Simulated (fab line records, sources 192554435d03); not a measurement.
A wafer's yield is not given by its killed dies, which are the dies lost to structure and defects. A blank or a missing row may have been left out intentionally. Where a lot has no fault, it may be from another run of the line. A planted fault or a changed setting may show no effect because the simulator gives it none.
Chamber matching + flow n5_finfet + 4 sister chambers for N5_BEOL_M0_SAQP_MANDREL_ETCH_20 on rie_si-03
The step etches a-Si in HBr/Cl2, stops on SiNx, target depth 60 nm, bt time 10 s, time 30 s. 27 wafers are shown with their chamber, then 12 later ones without.

## EACH WAFER AND ITS CHAMBER
| wafer  | chamber | throttle_valve_pct (%) | oes_product_au (a.u.) |
|--------|---------|------------------------|-----------------------|
| L076.2 | 0       | 35.62                  | 0.754                 |
| L076.4 | 2       | 35.04                  | 0.770                 |
| L076.5 | 1       | 35.14                  | 0.772                 |
| L077.3 | 3       | 35.58                  | 0.784                 |
| L077.5 | 3       | 35.58                  | 0.780                 |
| L077.6 | 0       | 35.62                  | 0.761                 |
| L078.1 | 3       | 35.61                  | 0.768                 |
| L078.4 | 0       | 35.60                  | 0.761                 |
| L078.5 | 0       | 35.62                  | 0.756                 |
| L079.1 | 2       | 35.05                  | 0.762                 |
| L079.3 | 3       | 35.60                  | 0.775                 |
| L079.5 | 1       | 35.13                  | 0.780                 |
| L080.2 | 3       | 35.58                  | 0.770                 |
| L080.5 | 0       | 35.60                  | 0.761                 |
| L080.6 | 3       | 35.56                  | 0.786                 |
| L082.1 | 3       | 35.58                  | 0.779                 |
| L082.3 | 0       | 35.63                  | 0.759                 |
| L082.5 | 3       | 35.57                  | 0.782                 |
| L084.1 | 3       | 35.58                  | 0.769                 |
| L084.3 | 0       | 35.64                  | 0.748                 |
| L084.6 | 0       | 35.61                  | 0.746                 |
| L086.3 | 2       | 35.04                  | 0.770                 |
| L086.4 | 0       | 35.63                  | 0.757                 |
| L086.5 | 0       | 35.60                  | 0.765                 |
| L088.2 | 2       | 35.03                  | 0.770                 |
| L088.3 | 1       | 35.16                  | 0.773                 |
| L088.5 | 0       | 35.62                  | 0.757                 |

SIGNATURES, as means of the wafers listed above
| reading            | chamber 0 | chamber 1 | chamber 2 | chamber 3 | scatter within a chamber |
|--------------------|-----------|-----------|-----------|-----------|--------------------------|
| throttle_valve_pct | 35.6173   | 35.1433   | 35.0400   | 35.5822   | 0.0136                   |
| oes_product_au     | 0.75682   | 0.77500   | 0.76800   | 0.77700   | 0.00582                  |
Rule: for a wafer and a chamber, the distance is found by dividing, reading by reading, the gap between the wafer's reading and the chamber's mean by the reading's scatter, squaring, summing and taking the root. The wafer belongs to the nearest chamber; if the next one is less than 2 further off, it can't be placed. How the scatter is found: for the shown wafers, subtract from each reading the mean of its chamber, square and add these, divide the total by (wafers less chambers), then take the root.

## WAFERS WITH NO CHAMBER GIVEN
| wafer  | throttle_valve_pct (%) | oes_product_au (a.u.) |
|--------|------------------------|-----------------------|
| L089.1 | 35.05                  | 0.771                 |
| L089.2 | 35.14                  | 0.780                 |
| L089.4 | 35.54                  | 0.787                 |
| L093.1 | 35.62                  | 0.750                 |
| L093.4 | 35.56                  | 0.777                 |
| L093.6 | 35.01                  | 0.771                 |
| L095.1 | 35.15                  | 0.781                 |
| L095.2 | 35.56                  | 0.779                 |
| L095.3 | 35.62                  | 0.762                 |
| L097.1 | 35.03                  | 0.773                 |
| L097.3 | 35.60                  | 0.763                 |
| L097.6 | 35.02                  | 0.776                 |

## WHICH CHAMBER EACH ONE RAN IN
| wafer  | from the rows above     | in truth |
|--------|-------------------------|----------|
| L089.1 | 2                       | 2        |
| L089.2 | 1                       | 1        |
| L089.4 | 3                       | 3        |
| L093.1 | 0                       | 0        |
| L093.4 | 3                       | 3        |
| L093.6 | 2                       | 2        |
| L095.1 | 1                       | 1        |
| L095.2 | 3                       | 3        |
| L095.3 | 0                       | 0        |
| L097.1 | 2                       | 2        |
| L097.3 | can't be placed: 0 or 3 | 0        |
| L097.6 | 2                       | 2        |
Correctly placed: 11 of 12. Unplaceable from these rows: 1, with the true chamber sitting among the candidates in 1. Number placed wrongly: 0.
